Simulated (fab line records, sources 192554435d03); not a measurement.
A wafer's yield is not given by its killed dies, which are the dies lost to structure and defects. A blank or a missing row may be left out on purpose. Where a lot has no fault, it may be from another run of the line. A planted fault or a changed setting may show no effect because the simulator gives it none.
A struck lot beside a sound one -- flow n5Finfet -- 15 steps out of a route of 1938
Sound: wafers L290.2, L290.3, L290.6. Struck: wafer L306.4. (L306.6 of the same lot was not struck and is left out.) The cause comes at the end.
Order at every step that has rows: each side's tool, ch and its chambers, its first start. Under that, the readings that differ: sound wafers -- struck wafers -- difference of the means -- sigmas: that difference in standard deviations of wafers without a fault.
alike: words and numbers the same on both sides, and readings whose means are apart by under 2 such deviations; not compared: readings that were withheld, readings missing a value for some wafer, numbers with overlapping values and no deviation given by the record, and bounds like >300 which may hide the same value.
A row with sigmas, a row that says differs or no value, or rows on one side alone: a step with any of these is where the two part. Non-overlapping numbers with no deviation appear without sigmas and do not part them. A reading missing from all wafers of one side parts the sides only when that side holds two or more wafers.

first, 1 step without rows for these wafers: N5_SD_ACTIVATION_RTA_00 (time 0 s).
N5_SD_ACTIVATION_LSA_01: time 0.0008 s.
  sound on laserAnneal-01 ch 0, day 4 10:58; struck on laserAnneal-01 ch 0, day 8 10:35
  alike: wafer_temp_C_max
N5_SD_ACTIVATION_RS_MEAS_03: a four-point-probe measurement.
  sound on filmMetro-02, day 4 11:10; struck on filmMetro-02, day 8 10:46
  alike: RS_SD_N, RS_SD_P
N5_SD_ACTIVATION_INSPECT_02: inspects for defects (darkfield).
  sound on defectInspect-01, day 4 11:28; struck on defectInspect-01, day 8 11:02
  alike: rawDefectCount
N5_ILD0_LINER_00: material SiNx, target thk 4 nm, pulse time 1 s, purge time 2 s.
  sound on aldSin-01 ch 0,2,3, day 4 11:55; struck on aldSin-01 ch 3, day 8 11:05
  alike: heaterPowerW, precursorPulseHeightRel, susceptorTempC
then, 2 steps without rows for these wafers: N5_ILD0_FCVD_FILL_01 (material SiO2 flowable, target thk 200 nm, time 328.3 s); N5_ILD0_CURE_02 (time 1800 s).
N5_ILD0_CMP_03: polishes, stops on SiNx, t overpolish 1.9 s, target thk 197.38 nm.
  sound on cmp-01 ch 2,3, day 4 14:19; struck on cmp-03 ch 1, day 8 13:35
  alike: edgeZonePressureFrac, motorCurrentA, overpolishRunS, timeToEndpointS
  not compared: padLifeWafers
N5_ILD0_THK_MEAS_04:
  sound on filmMetro-01, day 4 14:35; struck on filmMetro-02, day 8 13:46
  alike: thkNm
N5_ILD0_CMP_07: polishes SiO2 flowable, stops on poly-Si, t overpolish 1.18 s, target thk 138.88 nm.
  sound on cmp-03 ch 1,2, day 4 14:37; struck on cmp-03 ch 3, day 8 13:54
  alike: edgeZonePressureFrac, motorCurrentA
  not compared: padLifeWafers
N5_ILD0_THK_MEAS_08:
  sound on filmMetro-01, day 4 14:55; struck on filmMetro-02, day 8 14:05
  alike: thkNm
N5_ILD0_PRECLEAN_10: cleans in NF3:NH3, afs cycles 5, time 20 s, sublimation time 60 s.
  sound on remotePlasma-01 ch 1, day 4 15:04; struck on remotePlasma-01 ch 0, day 8 14:27
reading,sound,struck,difference,sigmas
timeS (s),20 20 20,18.336,-1.664,
  alike: rfPowerW
N5_ILD0_ALD_15: deposits SiNx, target thk 24 nm, pulse time 1 s, ald cycles 480.
  sound on aldSin-04 ch 0,2, day 4 16:55; struck on aldSin-04 ch 1, day 8 14:48
  alike: heaterPowerW, precursorPulseHeightRel, susceptorTempC
-- the record jumps here: 5 days lie between the struck wafers' starts before and after (it left off in module ILD0 and takes up again in module BEOL_M4, whose first step shown is number 1111 of the route) --
N5_BEOL_M4_RC_MEAS_101:
  sound on prober-01 ch 0, day 9 03:29; struck on prober-01 ch 0, day 13 06:58
reading,sound,struck,difference,sigmas
DIBL_N (mV/V),37.3 36.4 36.7,40.2,+3.4,+2
IOFF_N (nA/um),0.193 0.182 0.184,0.245,+0.059,+2
SS_N (mV/dec),71.8 71.7 71.8,72.9,+1.1,+2
  alike: DIBL_P, IOFF_P, ION_N, ION_P, SS_P, VT_N, VT_P
-- record jumps: 4 days separate the struck wafers' starts on either side; left off in module BEOL_M4, taken up again in module PASSIVATION, whose first shown step is the route's number 1936 --
N5_PASSIVATION_PROBE_49:
  the record has rows for the struck wafers here (prober-02, day 17 02:50) and none for the sound ones

WHERE THEY PART
First at N5_BEOL_M4_RC_MEAS_101; last, within this record, at N5_PASSIVATION_PROBE_49.

WHY: whatever the simulator had introduced
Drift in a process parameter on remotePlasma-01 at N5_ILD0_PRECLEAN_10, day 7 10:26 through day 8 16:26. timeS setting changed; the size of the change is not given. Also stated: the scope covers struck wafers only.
